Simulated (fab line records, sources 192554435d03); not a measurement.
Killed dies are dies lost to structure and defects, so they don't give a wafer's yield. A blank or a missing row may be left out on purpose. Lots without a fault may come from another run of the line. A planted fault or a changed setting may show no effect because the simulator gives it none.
A struck lot beside a sound one | flow n5_finfet | 15 steps out of a route of 1938
Sound: wafers L949.2, L949.4, L949.5. Struck: wafer L953.1. (L953.4 of the same lot was not struck and is left out.) The cause comes at the end.
At each step with rows: each side's tool, then ch and its chambers, then its first start. Under that, the readings that differ: sound wafers | struck wafers | difference of the means | sigmas: that difference in standard deviations of wafers without a fault.
alike: readings whose means differ by less than 2 such deviations, and words and numbers that are the same on both sides. not compared: withheld readings, readings that some wafer has no value for, bounds like >300 that may hide the same value, and numbers for which the record gives no deviation and whose values overlap.
The two part at a step that has a row with sigmas, a row that says differs or no value, or rows on one side only. Numbers that don't overlap but have no deviation are shown without sigmas and don't part them. A reading that every wafer of one side lacks parts them only if that side has two wafers or more.

first, 3 steps without rows for these wafers: N5_BEOL_M4_SPUTTER_90 (material Cu, target thk 4.5 nm, time 8.29 s); N5_BEOL_M4_ANNEAL_91 (time 240 s); N5_BEOL_M4_SPUTTER_92 (material Cu, target thk 4.5 nm, time 8.29 s).
N5_BEOL_M4_ANNEAL_93: time 240 s.
  sound on pvd_sputter-01, day 9 07:02; struck on pvd_sputter-01, day 11 19:39
  alike: heater_power_w
then, 2 steps without rows for these wafers: N5_BEOL_M4_SPUTTER_94 (material Cu, target thk 4.5 nm, time 8.29 s); N5_BEOL_M4_ANNEAL_95 (time 240 s).
N5_BEOL_M4_SPUTTER_96: material Cu, target thk 4.5 nm, time 8.29 s.
  sound on pvd_sputter-01, day 9 07:23; struck on pvd_sputter-01, day 11 20:01
  alike: throttle_valve_pct
then, 1 step without rows for these wafers: N5_BEOL_M4_ECD_50 (material Cu, target thk 300 nm).
N5_BEOL_M4_ANNEAL_51: time 90 s.
  sound on rtp_anneal-01 ch 0, day 9 07:38; struck on rtp_anneal-02 ch 0, day 11 20:12
  alike: wafer_temp_C_max
N5_BEOL_M4_CMP_52: polishes, stops on SiOC, t overpolish 6.8 s, target thk 40 nm.
  sound on cmp-04 ch 1,2,3, day 9 07:55; struck on cmp-04 ch 3, day 11 20:31
  alike: barrier_field_endpoint_s, edge_zone_pressure_frac, motor_current_A, overpolish_run_s, time_to_endpoint_s
N5_BEOL_M4_THK_MEAS_53: measures by xrf.
  sound on film_metro-01, day 9 08:11; struck on film_metro-02, day 11 20:49
  alike: M4_THK
N5_BEOL_M4_PRE_CLEAN_60: time 15 s.
  sound on cvd_co-01 ch 1,2, day 9 08:13; struck on cvd_co-01 ch 1, day 11 20:51
  alike: heater_power_w
N5_BEOL_M4_CO_CAP_55: material Co, precursor CCTBA/H2, target thk 2 nm, time 102.1 s.
  sound on cvd_co-01 ch 1,2, day 9 08:16; struck on cvd_co-01 ch 1, day 11 20:53
  reading                                   | sound             | struck | difference | sigmas
  run_length_s (s)                          | 125.1 125.2 125.0 | 168.7  | +43.6      | +99 or more
  model.Co_of_BEOL_M4_CO_CAP_55.thk_nm (nm) | 2.2 2.2 2         | 2.8    | +0.7       |
  alike: heater_power_w
then, 1 step without rows for these wafers: N5_BEOL_M4_PRE_CLEAN_56 (time 15 s).
N5_BEOL_M4_RC_MEAS_101:
  sound on prober-01 ch 0, day 9 08:39; struck on prober-02 ch 0, day 11 21:07
  reading       | sound          | struck | difference | sigmas
  SS_N (mV/dec) | 70.4 71.0 70.0 | 71.9   | +1.4       | +2
  VT_P (mV)     | -254 -250 -254 | -246   | +7         | +2
  alike: DIBL_N, DIBL_P, IOFF_N, IOFF_P, ION_N, ION_P, SS_P, VT_N

WHERE THEY PART
First at N5_BEOL_M4_CO_CAP_55; last, within this record, at N5_BEOL_M4_RC_MEAS_101.

WHY: what the simulator had put in
Process parameter drift: cvd_co-01, from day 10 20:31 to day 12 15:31, at N5_BEOL_M4_CO_CAP_55. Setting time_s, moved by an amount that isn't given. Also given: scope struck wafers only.
